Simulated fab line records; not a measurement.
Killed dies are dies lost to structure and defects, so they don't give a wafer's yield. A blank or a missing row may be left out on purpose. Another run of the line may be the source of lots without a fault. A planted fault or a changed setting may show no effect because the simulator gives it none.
Matching of chambers + flow nand-harc + NHARC_A_STAIRCASE_ETCH_253 on rie-diel-04 has 4 sister chambers
The step etches the open film in C4F8/O2, target depth 50 nm, time 20.2 s. 4 wafers are shown with their chamber, then 12 later ones without.

WAFERS WITH THEIR CHAMBER
| wafer  | chamber | rf-vpp-V (V) |
|--------|---------|--------------|
| L087.4 | 1       | 889          |
| L090.1 | 0       | 892          |
| L090.3 | 2       | 906          |
| L090.4 | 3       | 885          |

WAFERS WHOSE CHAMBER IS MISSING
| wafer  | rf-vpp-V (V) |
|--------|--------------|
| L092.1 | 908          |
| L092.2 | 893          |
| L092.5 | 907          |
| L093.1 | 905          |
| L093.4 | 888          |
| L093.6 | 891          |
| L097.1 | 905          |
| L097.3 | 893          |
| L097.6 | 907          |
| L095.1 | 887          |
| L095.4 | 905          |
| L095.5 | 906          |

THE CHAMBER EACH PASSED THROUGH
| wafer  | from the rows above     | in truth                   |
|--------|-------------------------|----------------------------|
| L092.1 | 2                       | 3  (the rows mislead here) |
| L092.2 | 0                       | 0                          |
| L092.5 | 2                       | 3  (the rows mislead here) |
| L093.1 | 2                       | 2                          |
| L093.4 | can't be placed: 1 or 3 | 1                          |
| L093.6 | can't be placed: 0 or 1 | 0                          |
| L097.1 | 2                       | 2                          |
| L097.3 | 0                       | 0                          |
| L097.6 | 2                       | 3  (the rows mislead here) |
| L095.1 | can't be placed: 1 or 3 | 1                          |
| L095.4 | 2                       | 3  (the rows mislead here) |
| L095.5 | 2                       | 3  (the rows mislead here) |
4 of 12 placed correctly. From these rows, 3 cannot be placed; in 3 the true chamber is one of the candidates. Placed wrongly: 5.
How it was worked out, from the rows above alone: a wafer's distance from a chamber is the root of the sum, over the readings, of the square of ((its reading less the chamber's mean) divided by the reading's scatter). If the next closest chamber is less than 2 further off than the closest, the wafer can't be placed; otherwise it belongs to the closest. The mean given for a chamber averages the wafers shown for that chamber. The scatter: with one shown wafer a chamber, the root of the mean of the squares of how far each hidden wafer lies from its nearest shown one.
